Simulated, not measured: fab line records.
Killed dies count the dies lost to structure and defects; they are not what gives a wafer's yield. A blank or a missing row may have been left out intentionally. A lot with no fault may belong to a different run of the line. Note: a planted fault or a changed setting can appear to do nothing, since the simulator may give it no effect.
A single fault, viewed from 2 desks :: flow n5_finfet :: numbers are kept per desk, each desk with only its own; the story behind them comes last

## DESK OF THE TOOL OWNER: litho_track-01
The tool's own readings at N5_BEOL_M8_COAT_71 (time 60 s, resist thk 5 nm): means of the sampled wafers that have a number, for each lot that ran on this tool. Any lot whose mean is over 4 standard deviations away from the usual mean is out of limits and marked OUT; that distance is given in the brackets.
Columns: A = heater_power_total_W at N5_BEOL_M8_COAT_71, usual 391.6 W; B = plate_temp_C at N5_BEOL_M8_COAT_71, usual 205.01 C
lot: L997
first seen here: day 10 11:01
A: 391.7
B: 205.05

lot: L100
first seen here: day 11 00:11
A: 391.8
B: 205.07

lot: L110
first seen here: day 13 15:35
A: 386.1 (-4.3) OUT
B: 202.88 (-13) OUT

lot: L113
first seen here: day 13 22:07
A: 386.4 (-4.0) OUT
B: 202.86 (-13) OUT
This desk finds L110, L113 out of limits, L110 being first, at day 13 15:35 (heater_power_total_W at N5_BEOL_M8_COAT_71). L997, L100 stayed within limits.

## AT THE METROLOGY DESK
Means of the sampled wafers that have a number, per lot and without regard to the tool the lot ran on: this is what the gauges read. Any lot whose mean is over 4 standard deviations away from the usual mean is out of limits and marked OUT; that distance is given in the brackets.
Columns: A = cd_nm at N5_BEOL_M8_CD_MEAS_11, usual 38.4 nm; B = M8_OVL at N5_BEOL_M8_OVL_MEAS_12, usual 0.2 nm; C = cd_nm at N5_BEOL_M8_CD_MEAS_28, usual 39.97 nm
lot: L997
first seen here: day 10 07:30
A: 38.6
B: 0.7
C: 39.96

lot: L998
first seen here: day 10 15:05
A: 38.9
B: 1.1
C: 39.95

lot: L101
first seen here: day 10 17:19
A: 39.0
B: 0.1
C: 40.14

lot: L100
first seen here: day 10 20:47
A: 38.4
B: 1.2
C: 39.92

lot: L103
first seen here: day 11 13:06
A: 38.3
B: 0.6
C: 39.79

lot: L105
first seen here: day 11 13:44
A: 38.5
B: 0.1
C: 39.75

lot: L104
first seen here: day 11 15:32
A: 38.8
B: 0.0
C: 40.03

lot: L106
first seen here: day 12 00:37
A: 38.5
B: 0.3
C: 39.96

lot: L108
first seen here: day 12 21:37
A: 38.1
B: 0.6
C: 39.99

lot: L110
first seen here: day 13 14:58
A: 38.8
B: -0.1
C: 40.17

lot: L113
first seen here: day 13 20:09
A: 38.6
B: -0.3
C: 40.22

lot: L118
first seen here: day 15 12:26
A: 38.3
B: 0.4
C: 39.93

lot: L117
first seen here: day 15 13:58
A: 38.5
B: 0.5
C: 39.74
Finding of this desk: none of the 13 lots has anything out of limits.

## PUT TOGETHER
An alarm could have come from the tool owner's desk at day 13 15:35, on L110, L113.
The metrology desk saw nothing out of limits.
The metrology desk has L110, L113 on record, within its limits.
Every lot named ran N5_BEOL_M8_COAT_71 on litho_track-01.

## WHAT HAD BEEN PUT IN BY THE SIMULATOR
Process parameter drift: litho_track-01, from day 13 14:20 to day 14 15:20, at N5_BEOL_M8_COAT_71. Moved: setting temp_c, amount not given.
Struck lots among those shown: L110, L113.
Each desk's first reading out of limits, in hours after the fault started: the tool owner's desk, 1.
